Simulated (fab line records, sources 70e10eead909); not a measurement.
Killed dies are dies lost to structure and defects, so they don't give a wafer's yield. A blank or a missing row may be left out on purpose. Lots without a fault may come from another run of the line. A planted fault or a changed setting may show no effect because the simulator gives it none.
Which tool did it? | flow nand_harc | 11 lots, 33 wafers sampled, at 5 steps of a route of 1159

WHAT THE GAUGES READ, wafer by wafer
NHARC_A_CHANNEL_HOLE_D1_CD_MEAS_18.
lot  | measured     | on        | cd_nm (nm)
L541 | day 8 18:36  | cd_sem-03 | 102.8 101.7 99.9
L545 | day 9 03:43  | cd_sem-03 | 99.3 97.3 102.6
L547 | day 10 02:56 | cd_sem-02 | 95.9 96.9 98.5
L549 | day 10 12:29 | cd_sem-02 | 101.2 94.7 99.3
L552 | day 11 14:08 | cd_sem-03 | 100.3 96.0 97.8
L555 | day 11 12:55 | cd_sem-01 | 98.7 100.0 100.9
L557 | day 12 13:41 | cd_sem-01 | 99.4 100.7 95.6
L559 | day 12 21:42 | cd_sem-01 | 100.6 97.4 101.9
L561 | day 13 12:28 | cd_sem-03 | 102.0 98.1 100.3
L562 | day 13 12:47 | cd_sem-02 | 92.1 97.1 95.3
L563 | day 14 01:23 | cd_sem-02 | 96.2 100.3 98.9

NHARC_END_SORT_01.
lot  | measured     | on        | killed_at_array | killed_at_other | killed_at_periphery | killed_dies | killed_open | killed_short
L541 | day 19 11:17 | prober-01 | 39 27 25        | 0 0 1           | 3 0 0               | 42 27 26    | 5 1 2       | 5 2 1
L545 | day 19 15:57 | prober-02 | 20 16 17        | 1 1 1           | 2 1 4               | 23 18 22    | 6 2 7       | 1 2 3
L547 | day 20 15:04 | prober-02 | 33 38 37        | 0 0 0           | 1 0 1               | 34 38 38    | 4 3 6       | 1 1 1
L549 | day 20 22:08 | prober-02 | 50 41 28        | 3 1 2           | 5 3 3               | 58 45 33    | 7 4 1       | 1 0 3
L552 | day 22 17:40 | prober-02 | 31 27 34        | 0 0 0           | 4 3 4               | 35 30 38    | 2 2 3       | 3 1 2
L555 | day 23 03:07 | prober-01 | 12 11 13        | 4 1 4           | 4 4 4               | 20 16 21    | 9 2 4       | 1 2 2
L557 | day 24 08:14 | prober-02 | 19 14 21        | 3 2 0           | 6 6 4               | 28 22 25    | 5 4 4       | 2 6 5
L559 | day 24 08:17 | prober-01 | 12 12 14        | 0 0 2           | 1 3 3               | 13 15 19    | 2 6 3       | 2 2 4
L561 | day 24 23:00 | prober-02 | 39 43 38        | 0 1 1           | 5 6 3               | 44 50 42    | 2 4 1       | 1 1 0
L562 | day 24 17:45 | prober-01 | 17 16 15        | 2 1 2           | 6 7 3               | 25 24 20    | 6 3 2       | 2 1 3
L563 | day 25 14:29 | prober-02 | 23 20 19        | 0 0 1           | 1 2 3               | 24 22 23    | 0 2 3       | 3 4 0

WHICH TOOL RAN EACH LOT (tool, then ch and the chambers of the sampled wafers, then the start)
lot  | NHARC_A_ZERO_WELL_ETCH_19          | NHARC_A_CHANNEL_HOLE_D1_ETCH_39    | NHARC_A_CHANNEL_HOLE_D1_ETCH_22
L541 | rie_diel-04 ch 1,2,3, day 6 21:55  | rie_diel-09 ch 1,2,3, day 8 17:41  | har_etch-01 ch 0,1, day 8 19:32
L545 | rie_diel-11 ch 0,2, day 7 13:07    | rie_diel-09 ch 0,1,2, day 9 02:49  | har_etch-02 ch 0,1, day 9 04:40
L547 | rie_diel-11 ch 0,1,2, day 8 11:19  | rie_diel-08 ch 1,2, day 10 01:42   | har_etch-01 ch 0,1, day 10 03:51
L549 | rie_diel-11 ch 1,2,3, day 8 20:58  | rie_diel-09 ch 0,2,3, day 10 11:34 | har_etch-01 ch 0,1, day 10 14:20
L552 | rie_diel-11 ch 0,1,2, day 9 15:48  | rie_diel-08 ch 0,2, day 11 13:11   | har_etch-01 ch 0,1, day 11 18:02
L555 | rie_diel-07 ch 1,2,3, day 9 18:57  | rie_diel-09 ch 0,3, day 11 11:58   | har_etch-02 ch 0,1, day 11 14:34
L557 | rie_diel-11 ch 0,2,3, day 10 19:40 | rie_diel-08 ch 0,2,3, day 12 12:45 | har_etch-02 ch 0,1, day 12 14:37
L559 | rie_diel-04 ch 0,1,2, day 11 06:13 | rie_diel-08 ch 0,1,3, day 12 20:46 | har_etch-02 ch 1, day 12 22:39
L561 | rie_diel-04 ch 1,2,3, day 11 18:58 | rie_diel-08 ch 1,2,3, day 13 11:31 | har_etch-01 ch 0,1, day 13 13:25
L562 | rie_diel-04 ch 0,1,2, day 11 23:12 | rie_diel-01 ch 0,1,3, day 13 11:55 | har_etch-02 ch 0,1, day 13 14:00
L563 | rie_diel-07 ch 0,1,2, day 12 06:52 | rie_diel-09 ch 1,2,3, day 14 00:28 | har_etch-02 ch 0,1, day 14 02:19
- NHARC_A_ZERO_WELL_ETCH_19: etches the open film in N2/H2, target depth 80 nm, overetch 24 nm, time 87.88 s.
- NHARC_A_CHANNEL_HOLE_D1_ETCH_39: etches the open film in N2/H2, target depth 260 nm, time 325 s.
- NHARC_A_CHANNEL_HOLE_D1_ETCH_22: etches the open film in C4F8/O2/Ar, time 666.7 s, target depth 1600 nm.

WHAT THE TOOLS THEMSELVES READ (means of the sampled wafers that have a number; where no wafer has one, the mark that the record gives instead)
NHARC_A_ZERO_WELL_ETCH_19.
lot  | tool        | drypump_motor_current_A (A) | oes_product_au (a.u.) | rf_vpp_V (V) | run_length_s (s) | showerhead_plenum_p_Torr (Torr) | throttle_valve_pct (%)
L541 | rie_diel-04 | 5.8                         | 1.011                 | 429.7        | 109.2            | 2.01                            | 14.174
L545 | rie_diel-11 | 5.9                         | 0.996                 | 433.2        | 109.1            | 2.12                            | 14.176
L547 | rie_diel-11 | 5.9                         | 0.994                 | 431.2        | 108.9            | 2.07                            | 14.168
L549 | rie_diel-11 | 6.1                         | 0.999                 | 429.6        | 109.1            | 2.01                            | 14.180
L552 | rie_diel-11 | 5.9                         | 0.994                 | 431.6        | 109.0            | 2.07                            | 14.179
L555 | rie_diel-07 | 5.8                         | 1.000                 | 431.0        | 109.3            | 2.03                            | 14.180
L557 | rie_diel-11 | 5.9                         | 0.998                 | 431.2        | 109.2            | 2.07                            | 14.175
L559 | rie_diel-04 | 5.7                         | 1.008                 | 429.2        | 109.3            | 2.01                            | 14.177
L561 | rie_diel-04 | 5.8                         | 1.001                 | 429.0        | 109.4            | 2.01                            | 14.175
L562 | rie_diel-04 | 5.7                         | 1.010                 | 429.9        | 109.4            | 2.01                            | 14.170
L563 | rie_diel-07 | 5.4                         | 0.997                 | 433.1        | 108.9            | 2.12                            | 14.168

NHARC_A_CHANNEL_HOLE_D1_ETCH_39.
lot  | tool        | drypump_motor_current_A (A) | oes_product_au (a.u.) | rf_vpp_V (V) | run_length_s (s) | showerhead_plenum_p_Torr (Torr) | throttle_valve_pct (%)
L541 | rie_diel-09 | 5.2                         | 0.996                 | 430          | 346.3            | 2.06                            | 14.179
L545 | rie_diel-09 | 5.1                         | 0.997                 | 428          | 346.2            | 1.96                            | 14.162
L547 | rie_diel-08 | 6.4                         | 1.010                 | 434          | 346.1            | 2.14                            | 14.169
L549 | rie_diel-09 | 5.2                         | 0.994                 | 429          | 321.7            | 2.00                            | 14.162
L552 | rie_diel-08 | 5.9                         | 1.005                 | 433          | 346.1            | 2.13                            | 14.170
L555 | rie_diel-09 | 5.2                         | 0.988                 | 432          | 321.4            | 2.09                            | 14.175
L557 | rie_diel-08 | 5.9                         | 1.007                 | 431          | 346.3            | 2.06                            | 14.175
L559 | rie_diel-08 | 6.2                         | 1.000                 | 431          | 346.4            | 2.07                            | 14.169
L561 | rie_diel-08 | 6.0                         | 1.010                 | 431          | 346.0            | 2.07                            | 14.170
L562 | rie_diel-01 | 5.6                         | 0.994                 | 429          | 346.5            | 1.97                            | 14.172
L563 | rie_diel-09 | 5.2                         | 1.000                 | 432          | 346.0            | 2.05                            | 14.162

NHARC_A_CHANNEL_HOLE_D1_ETCH_22.
lot  | tool        | drypump_motor_current_A (A) | he_backside_leak_sccm (sccm) | showerhead_plenum_p_Torr (Torr) | throttle_valve_pct (%)
L541 | har_etch-01 | 5.1                         | 5.8                          | 3.77                            | 32.155
L545 | har_etch-02 | 6.0                         | 4.9                          | 3.82                            | 32.152
L547 | har_etch-01 | 5.2                         | 5.7                          | 3.70                            | 32.143
L549 | har_etch-01 | 5.3                         | 5.7                          | 3.69                            | 32.163
L552 | har_etch-01 | 5.1                         | 5.8                          | 3.74                            | 32.144
L555 | har_etch-02 | 5.8                         | 5.2                          | 3.83                            | 32.161
L557 | har_etch-02 | 5.9                         | 5.1                          | 3.82                            | 32.162
L559 | har_etch-02 | 6.1                         | 5.3                          | 3.77                            | 32.150
L561 | har_etch-01 | 5.1                         | 6.1                          | 3.73                            | 32.153
L562 | har_etch-02 | 5.9                         | 5.3                          | 3.81                            | 32.158
L563 | har_etch-02 | 6.0                         | 5.1                          | 3.79                            | 32.161

THE ANSWER, worked out from the rows above alone
Rule: what is usual is taken from the lots themselves. Put in order of their means at a reading, lots are off if they are a third of the lots or fewer, leave a main group of 4 or more, and stand apart from it by a gap of 3 or more times the standard deviation of the main group's means; of several such gaps the widest counts. A main group whose means are all the same, to the digits that the tables above print for the reading, isn't used. A lot without any number at a reading at which 4 lots or more have one is off too. The other lots that the step has rows for count as sound. The gauges are gone through in route order, then the tools' own readings, and for those a lot's mean is taken as printed above. The first step at which some lot is off is used, and at that step the reading that is off furthest; a lot without a number counts as furthest.
Off: L549, L555, at NHARC_A_CHANNEL_HOLE_D1_ETCH_39 (run_length_s). The main group: mean 346.2 s, standard deviation 0.17.
A tool fits if, at that step or a process step before it, it ran every lot that is off, and no sound lot after the first of them. None of those tried fits.

WHAT THE SIMULATOR HAD PUT IN
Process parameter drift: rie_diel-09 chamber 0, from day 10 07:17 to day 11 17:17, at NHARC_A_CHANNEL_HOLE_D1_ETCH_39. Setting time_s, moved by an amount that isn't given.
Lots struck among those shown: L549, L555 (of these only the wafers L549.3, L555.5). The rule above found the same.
